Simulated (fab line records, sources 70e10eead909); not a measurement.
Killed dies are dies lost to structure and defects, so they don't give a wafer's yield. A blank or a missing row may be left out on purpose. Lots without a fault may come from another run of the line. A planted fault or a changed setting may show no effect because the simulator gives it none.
Chamber matching | flow nand_harc | NHARC_P_BONDPAD_DEP_00 on pecvd-02: 3 sister chambers
The step deposits SiCN, target thk 250 nm. 14 wafers are shown with their chamber, then 7 later ones without.

WAFERS WITH THEIR CHAMBER
wafer  | chamber | heater_power_w (W) | heater_power_outer_w (W) | chamber_pressure_Torr (Torr)
L756.1 | 2       | 532                | 314                      | 3.009
L756.4 | 2       | 545                | 323                      | 3.000
L756.6 | 0       | 587                | 343                      | 3.006
L758.3 | 0       | 671                | 413                      | 2.997
L758.4 | 0       | 709                | 431                      | 2.992
L758.5 | 1       | 572                | 325                      | 3.013
L766.1 | 1       | 602                | 336                      | 3.007
L766.2 | 0       | 566                | 327                      | 3.004
L766.6 | 1       | 582                | 349                      | 3.008
L769.1 | 0       | 585                | 335                      | 3.005
L769.4 | 1       | 605                | 344                      | 3.003
L769.6 | 2       | 591                | 343                      | 3.003
L771.3 | 2       | 552                | 325                      | 3.010
L771.4 | 2       | 556                | 340                      | 3.012

SIGNATURES (means of the wafers above)
reading               | chamber 0 | chamber 1 | chamber 2 | scatter within a chamber
heater_power_w        | 623.60    | 590.25    | 555.20    | 40.9
heater_power_outer_w  | 369.80    | 338.50    | 329.00    | 30.6
chamber_pressure_Torr | 3.00080   | 3.00775   | 3.00680   | 0.00523
Rule: a wafer's distance from a chamber is the root of the sum, over the readings, of the square of ((its reading less the chamber's mean) divided by the reading's scatter). The wafer belongs to the nearest chamber; if the next one is less than 2 further off, it can't be placed. The scatter: the root of (the sum of the squares of (reading less its chamber's mean) over the shown wafers, divided by (wafers less chambers)).

WAFERS WITHOUT THEIR CHAMBER
wafer  | heater_power_w (W) | heater_power_outer_w (W) | chamber_pressure_Torr (Torr)
L771.5 | 675                | 405                      | 2.999
L772.2 | 647                | 389                      | 3.003
L772.4 | 671                | 393                      | 3.008
L772.6 | 580                | 341                      | 3.007
L774.1 | 583                | 337                      | 3.000
L774.4 | 516                | 286                      | 2.992
L774.5 | 597                | 339                      | 3.013

WHICH CHAMBER EACH WENT THROUGH
wafer  | from the rows above          | in truth
L771.5 | can't be placed: 0 or 1      | 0
L772.2 | can't be placed: 0 or 1      | 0
L772.4 | can't be placed: 0 or 1 or 2 | 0
L772.6 | can't be placed: 1 or 2 or 0 | 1
L774.1 | can't be placed: 0 or 2 or 1 | 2
L774.4 | can't be placed: 2 or 1 or 0 | 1
L774.5 | can't be placed: 1 or 2 or 0 | 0
Placed correctly: 0 of 7. Can't be placed from these rows: 7 (the true chamber is among the candidates in 7). Placed wrongly: 0.
